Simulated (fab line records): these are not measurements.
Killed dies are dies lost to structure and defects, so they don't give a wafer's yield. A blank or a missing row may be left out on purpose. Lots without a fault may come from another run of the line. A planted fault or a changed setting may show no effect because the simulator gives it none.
Matching of chambers | flow n5Finfet | N5_BEOL_M3_STRIP_36 on rieDiel-06: 4 sister chambers
The step strips in N2/H2. 18 wafers are shown with their chamber, then 9 later ones without.

## WAFERS WITH THEIR CHAMBER
wafer  | chamber | showerheadPlenumPTorr (Torr) | drypumpMotorCurrentA (A) | throttleValvePct (%)
L079.1 | 1       | 2.70                         | 6.6                      | 23.3
L079.3 | 2       | 2.50                         | 5.9                      | 24.0
L079.5 | 0       | 2.42                         | 5.2                      | 23.4
L081.1 | 2       | 2.50                         | 5.9                      | 24.0
L081.2 | 0       | 2.42                         | 5.1                      | 23.4
L081.3 | 1       | 2.70                         | 6.6                      | 23.3
L086.2 | 1       | 2.69                         | 6.6                      | 23.4
L086.3 | 3       | 2.63                         | 6.4                      | 23.7
L086.4 | 0       | 2.41                         | 5.1                      | 23.4
L088.1 | 3       | 2.63                         | 6.5                      | 23.7
L088.2 | 0       | 2.41                         | 5.1                      | 23.4
L088.5 | 1       | 2.69                         | 6.6                      | 23.3
L087.2 | 3       | 2.63                         | 6.5                      | 23.7
L087.4 | 2       | 2.49                         | 5.9                      | 23.6
L087.6 | 0       | 2.41                         | 5.1                      | 23.4
L089.1 | 2       | 2.49                         | 5.9                      | 23.6
L089.5 | 3       | 2.63                         | 6.5                      | 23.7
L089.6 | 2       | 2.49                         | 5.9                      | 23.6

SIGNATURES (means of the wafers above)
reading               | chamber 0 | chamber 1 | chamber 2 | chamber 3 | scatter within a chamber
showerheadPlenumPTorr | 2.4140    | 2.6950    | 2.4940    | 2.6300    | 0.00493
drypumpMotorCurrentA  | 5.120     | 6.600     | 5.900     | 6.475     | 0.0333
throttleValvePct      | 23.400    | 23.325    | 23.760    | 23.700    | 0.119
Rule: for a wafer and a chamber, the distance is found by dividing, reading by reading, the gap between the wafer's reading and the chamber's mean by the reading's scatter, squaring, summing and taking the root. If the next closest chamber is less than 2 further off than the closest, the wafer can't be placed; otherwise it belongs to the closest. How the scatter is found: for the shown wafers, subtract from each reading the mean of its chamber, square and add these, divide the total by (wafers less chambers), then take the root.

## WAFERS WITHOUT THEIR CHAMBER
wafer  | showerheadPlenumPTorr (Torr) | drypumpMotorCurrentA (A) | throttleValvePct (%)
L094.2 | 2.49                         | 5.9                      | 23.6
L094.5 | 2.49                         | 5.9                      | 23.6
L094.6 | 2.63                         | 6.4                      | 23.7
L093.2 | 2.49                         | 5.9                      | 23.6
L093.4 | 2.63                         | 6.4                      | 23.7
L093.6 | 2.41                         | 5.2                      | 23.4
L097.1 | 2.49                         | 5.9                      | 23.6
L097.4 | 2.69                         | 6.6                      | 23.4
L097.5 | 2.63                         | 6.5                      | 23.7

## THE CHAMBER EACH PASSED THROUGH
wafer  | from the rows above | in truth
L094.2 | 2                   | 2
L094.5 | 2                   | 2
L094.6 | 3                   | 3
L093.2 | 2                   | 2
L093.4 | 3                   | 3
L093.6 | 0                   | 0
L097.1 | 2                   | 2
L097.4 | 1                   | 1
L097.5 | 3                   | 3
Correctly placed: 9 of 9. Can't be placed from these rows: 0. 0 placed wrongly.
